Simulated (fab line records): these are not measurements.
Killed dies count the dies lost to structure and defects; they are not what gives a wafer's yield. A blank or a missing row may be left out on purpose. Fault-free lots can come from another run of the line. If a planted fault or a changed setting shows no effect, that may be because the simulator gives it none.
A lot that was struck, set against a sound lot / flow n5-finfet / 21 steps out of a route of 1938
Sound: wafers L717.1, L717.2, L717.3. Struck: wafer L722.2 (L722.3, L722.6, from the same lot, were not struck and are left out); the cause is given at the end.
For every step that has rows: the tool of each side, followed by ch and its chambers, followed by its first start. Under that, the readings that differ: sound wafers / struck wafers / difference of the means / sigmas: that difference in standard deviations of wafers without a fault.
alike: a reading whose means differ by less than 2 such deviations, as well as words and numbers matching on both sides. not compared: withheld readings; readings where some wafer has no value; bounds like >300 that might hide an equal value; numbers whose values overlap and for which the record gives no deviation.
Wherever a step has rows on one side only, a row that says differs or no value, or a row with sigmas, the two part there. Non-overlapping numbers with no deviation appear without sigmas and do not part them. A reading missing from all wafers of one side parts the sides only when that side holds two or more wafers.

first, 7 steps without rows for these wafers: N5_SD_EPI_P_COAT_35 (time 60 s, resist thk 35 nm); N5_SD_EPI_P_COAT_03 (resist thk 150 nm); N5_SD_EPI_P_EBR_05; N5_SD_EPI_P_SOFTBAKE_04 (time 60 s); N5_SD_EPI_P_EXPOSE_06 (exposes mask SD P BLK, target cd 240 nm); N5_SD_EPI_P_PEB_07 (peb time 60 s); N5_SD_EPI_P_DEVELOP_08 (develop time 30 s).
N5_SD_EPI_P_CD_MEAS_09 targets a cd of 240 nm.
  sound on cd-sem-01 ch 0, day 5 05:09; struck on cd-sem-03 ch 0, day 6 11:50
  alike: cd-nm
N5_SD_EPI_P_OVL_MEAS_10:
  sound on overlay-01 ch 0, day 5 05:11; struck on overlay-02 ch 0, day 6 11:53
  alike: SD_P_BLK_OVL
N5_SD_EPI_P_INSPECT_11: inspects for defects (macro).
  struck on defect-inspect-01, day 6 12:02; sound on defect-inspect-01, day 5 05:12
  alike: raw-defect-count
N5_SD_EPI_P_DESCUM_14: chemistry O2, time 7.9 s.
  sound on rie-diel-03 ch 0,2,3, day 5 05:14; struck on rie-diel-03 ch 2, day 6 12:23
reading=chamber-pressure-mTorr (mTorr); sound=19.978 20.005 19.956; struck=19.937; difference=-0.043; sigmas=-2
  alike: drypump-motor-current-A, oes-product-au, rf-fwd-power-W, rf-vpp-V, showerhead-plenum-p-Torr, throttle-valve-pct
  not compared: rf-hours-counter-h
N5_SD_EPI_P_ETCH_36: etches SiARC in CF4, target depth 45.5 nm, time 75.8 s.
  sound on rie-diel-03 ch 0,2,3, day 5 05:16; struck on rie-diel-03 ch 2, day 6 12:26
  alike: bias-w, cf4-flow-sccm, chamber-pressure-mTorr, drypump-motor-current-A, etch-rf-on-time-s, oes-product-au, rf-fwd-power-W, rf-vpp-V, showerhead-plenum-p-Torr, throttle-valve-pct
  not compared: rf-hours-counter-h
N5_SD_EPI_P_ETCH_37: etches SOC in N2/H2, overetch 108 nm, time 486 s.
  sound on rie-diel-03 ch 0,2,3, day 5 05:20; struck on rie-diel-03 ch 2, day 6 12:29
reading=model.SD_EPI_P.cd-nm (nm); sound=240.6 239.8 241.2; struck=249.4; difference=+8.9; sigmas=
reading=model.SiARC_of_SD_EPI_P_COAT_35.thk-nm (nm); sound=19.4 19.6 19.2; struck=9.8; difference=-9.6; sigmas=
  alike: bias-w, chamber-pressure-mTorr, drypump-motor-current-A, oes-product-au, rf-fwd-power-W, rf-vpp-V, showerhead-plenum-p-Torr, throttle-valve-pct
  not compared: rf-hours-counter-h
then, 1 step without rows for these wafers: N5_SD_EPI_P_STRIP_38 (strips in N2/H2).
N5_SD_EPI_P_ETCHBACK_46: etches SiNx in CH3F/O2, stops on SiO2, target depth 17.5 nm.
  sound on rie-diel-03 ch 0,2,3, day 5 05:39; struck on rie-diel-03 ch 2, day 6 12:49
  alike: bias-w, chamber-pressure-mTorr, drypump-motor-current-A, oes-product-au, rf-fwd-power-W, rf-vpp-V, showerhead-plenum-p-Torr, throttle-valve-pct
  not compared: rf-hours-counter-h
N5_SD_EPI_P_ETCH_47: etches SiOCN in CH3F/O2, target depth 25 nm.
  sound on rie-diel-03 ch 0,2,3, day 5 05:45; struck on rie-diel-03 ch 2, day 6 12:55
reading=bias-w (W); sound=29.32 28.90 29.11; struck=28.92; difference=-0.19; sigmas=-2
  alike: chamber-pressure-mTorr, drypump-motor-current-A, oes-product-au, rf-fwd-power-W, rf-vpp-V, showerhead-plenum-p-Torr, throttle-valve-pct
  not compared: rf-hours-counter-h
N5_SD_EPI_P_ETCH_16: etches SiO2 in CHF3/O2, target depth 5 nm.
  sound on rie-diel-03 ch 0,2,3, day 5 05:51; struck on rie-diel-03 ch 2, day 6 13:01
reading=model.SiARC_of_SD_EPI_P_COAT_35.thk-nm (nm); sound=11 11.2 11; struck=1.6; difference=-9.5; sigmas=
  alike: bias-w, chamber-pressure-mTorr, drypump-motor-current-A, oes-product-au, rf-fwd-power-W, rf-vpp-V, showerhead-plenum-p-Torr, throttle-valve-pct
  not compared: rf-hours-counter-h
then, 1 step without rows for these wafers: N5_SD_EPI_P_STRIP_50 (strips in CHF3/O2).
N5_SD_EPI_P_SD_RECESS_17: chemistry HBr/Cl2/O2, target depth 39.1 nm, bt time 3 s.
  sound on rie-si-02 ch 0,2,3, day 5 05:55; struck on rie-si-02 ch 2, day 6 13:05
reading=bias-w (W); sound=111.9 111.7 111.8; struck=112.5; difference=+0.7; sigmas=+2
reading=model.SD_EPI_P.cd-nm (nm); sound=240.6 240 241.6; struck=249.2; difference=+8.5; sigmas=
  alike: chamber-pressure-mTorr, drypump-motor-current-A, oes-product-au, rf-fwd-power-W, throttle-valve-pct
  not compared: rf-hours-counter-h
then, 1 step without rows for these wafers: N5_SD_EPI_P_WET_ETCH_45 (etches SiO2 in dHF, time 10.7 s, target depth 2 nm, rinse time 30 s).
-- a jump in the record: the struck wafers' starts before and after are 5 days apart (it breaks off in module SD_EPI_P and resumes in module BEOL_M4, where the first step shown is number 1111 of the route) --
N5_BEOL_M4_RC_MEAS_101:
  sound on prober-01 ch 0, day 10 05:16; struck on prober-01 ch 0, day 11 09:58
reading=VT_P (mV); sound=-255 -256 -254; struck=-248; difference=+7; sigmas=+2
  alike: DIBL_N, DIBL_P, IOFF_N, IOFF_P, ION_N, ION_P, SS_N, SS_P, VT_N

== WHERE THEY PART ==
At N5_SD_EPI_P_DESCUM_14 first; at N5_BEOL_M4_RC_MEAS_101 last (within this record only).

WHY: whatever the simulator had introduced
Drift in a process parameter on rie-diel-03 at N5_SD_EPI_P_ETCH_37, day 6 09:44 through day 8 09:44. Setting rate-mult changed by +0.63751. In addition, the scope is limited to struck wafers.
